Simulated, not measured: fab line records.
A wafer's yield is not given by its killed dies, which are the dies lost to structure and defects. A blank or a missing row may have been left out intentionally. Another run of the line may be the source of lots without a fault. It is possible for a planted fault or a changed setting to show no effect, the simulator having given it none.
Matching of chambers + flow n5 finfet + 3 sister chambers for N5_BEOL_M1_CO_CAP_55 on cvd co-02
The step material Co, precursor CCTBA/H2, target thk 2 nm, time 102.1 s. 3 wafers are shown with their chamber, then 10 later ones without.

== WAFERS, EACH WITH ITS CHAMBER ==
| wafer  | chamber | heater power w (W) |
|--------|---------|--------------------|
| L083.1 | 2       | 200                |
| L088.2 | 0       | 242                |
| L088.3 | 1       | 244                |

== WAFERS WITH NO CHAMBER GIVEN ==
| wafer  | heater power w (W) |
|--------|--------------------|
| L088.5 | 206                |
| L090.1 | 246                |
| L090.3 | 246                |
| L090.6 | 246                |
| L091.1 | 255                |
| L091.2 | 206                |
| L091.3 | 245                |
| L096.1 | 239                |
| L096.4 | 207                |
| L096.5 | 247                |

== WHICH CHAMBER EACH WENT THROUGH ==
| wafer  | from the rows above     | in truth |
|--------|-------------------------|----------|
| L088.5 | 2                       | 2        |
| L090.1 | can't be placed: 1 or 0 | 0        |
| L090.3 | can't be placed: 1 or 0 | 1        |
| L090.6 | can't be placed: 1 or 0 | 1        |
| L091.1 | can't be placed: 1 or 0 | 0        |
| L091.2 | 2                       | 2        |
| L091.3 | can't be placed: 1 or 0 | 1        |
| L096.1 | can't be placed: 0 or 1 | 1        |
| L096.4 | 2                       | 2        |
| L096.5 | can't be placed: 1 or 0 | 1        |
Correct placement for 3 of the 10. Not placeable from these rows: 7 (in 7, the candidates include the true chamber). Placed wrongly: 0.
How it was worked out, from the rows above alone: a wafer's distance from a chamber is the root of the sum, over the readings, of the square of ((its reading less the chamber's mean) divided by the reading's scatter). If the next closest chamber is less than 2 further off than the closest, the wafer can't be placed; otherwise it belongs to the closest. For every chamber, the mean is computed from those of its wafers that are shown. The scatter: with one shown wafer a chamber, the root of the mean of the squares of how far each hidden wafer lies from its nearest shown one.
